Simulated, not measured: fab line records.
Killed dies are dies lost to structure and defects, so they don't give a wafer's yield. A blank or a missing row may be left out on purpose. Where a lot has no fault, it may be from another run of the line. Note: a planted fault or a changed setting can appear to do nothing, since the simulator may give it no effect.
Matching of chambers + flow n5-finfet + N5_BEOL_M3_PRE_CLEAN_60 on cvd-co-01 has 3 sister chambers
The step time 15 s. 22 wafers are shown with their chamber, then 11 later ones without.

EACH WAFER AND ITS CHAMBER
| wafer  | chamber | heater-power-w (W) | rf-fwd-power-W (W) |
|--------|---------|--------------------|--------------------|
| L077.1 | 1       | 119                | 298.5              |
| L077.4 | 0       | 85                 | 298.0              |
| L077.5 | 2       | 82                 | 296.4              |
| L078.1 | 1       | 117                | 297.3              |
| L078.5 | 1       | 117                | 298.2              |
| L078.6 | 0       | 85                 | 295.8              |
| L079.1 | 2       | 84                 | 295.5              |
| L079.4 | 1       | 115                | 296.1              |
| L079.5 | 0       | 85                 | 297.2              |
| L082.2 | 0       | 85                 | 296.3              |
| L082.4 | 2       | 85                 | 297.3              |
| L082.5 | 0       | 85                 | 295.5              |
| L083.4 | 1       | 117                | 298.4              |
| L083.5 | 2       | 83                 | 295.9              |
| L083.6 | 0       | 87                 | 296.3              |
| L089.1 | 1       | 118                | 300.1              |
| L089.3 | 0       | 85                 | 296.5              |
| L089.4 | 0       | 88                 | 295.4              |
| L088.4 | 1       | 118                | 297.5              |
| L088.5 | 2       | 84                 | 296.8              |
| L088.6 | 0       | 87                 | 297.3              |
| L091.2 | 0       | 87                 | 296.2              |

SIGNATURES (averages over the wafers above)
| reading        | chamber 0 | chamber 1 | chamber 2 | scatter within a chamber |
|----------------|-----------|-----------|-----------|--------------------------|
| heater-power-w | 85.90     | 117.29    | 83.60     | 1.2                      |
| rf-fwd-power-W | 296.450   | 298.014   | 296.380   | 0.959                    |
Rule: for a wafer and a chamber, the distance is found by dividing, reading by reading, the gap between the wafer's reading and the chamber's mean by the reading's scatter, squaring, summing and taking the root. The wafer belongs to the nearest chamber; if the next one is less than 2 further off, it can't be placed. The scatter: take each reading less its chamber's mean, square it, sum over the shown wafers, divide by the number of wafers less the number of chambers, and take the root.

WAFERS WHOSE CHAMBER IS MISSING
| wafer  | heater-power-w (W) | rf-fwd-power-W (W) |
|--------|--------------------|--------------------|
| L091.4 | 86                 | 296.6              |
| L091.5 | 84                 | 295.8              |
| L096.2 | 86                 | 295.0              |
| L096.4 | 87                 | 294.5              |
| L096.6 | 117                | 299.6              |
| L090.2 | 85                 | 297.3              |
| L090.4 | 85                 | 297.0              |
| L090.6 | 87                 | 297.1              |
| L095.3 | 86                 | 296.2              |
| L095.4 | 118                | 299.8              |
| L095.6 | 85                 | 295.8              |

EACH ONE'S CHAMBER
| wafer  | from the rows above     | in truth |
|--------|-------------------------|----------|
| L091.4 | can't be placed: 0 or 2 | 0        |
| L091.5 | can't be placed: 2 or 0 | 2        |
| L096.2 | can't be placed: 0 or 2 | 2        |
| L096.4 | can't be placed: 0 or 2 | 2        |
| L096.6 | 1                       | 1        |
| L090.2 | can't be placed: 0 or 2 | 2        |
| L090.4 | can't be placed: 0 or 2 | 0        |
| L090.6 | can't be placed: 0 or 2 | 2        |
| L095.3 | can't be placed: 0 or 2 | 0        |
| L095.4 | 1                       | 1        |
| L095.6 | can't be placed: 0 or 2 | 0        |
Correct placement for 2 of the 11. Unplaceable from these rows: 9, with the true chamber sitting among the candidates in 9. Placed wrongly: 0.
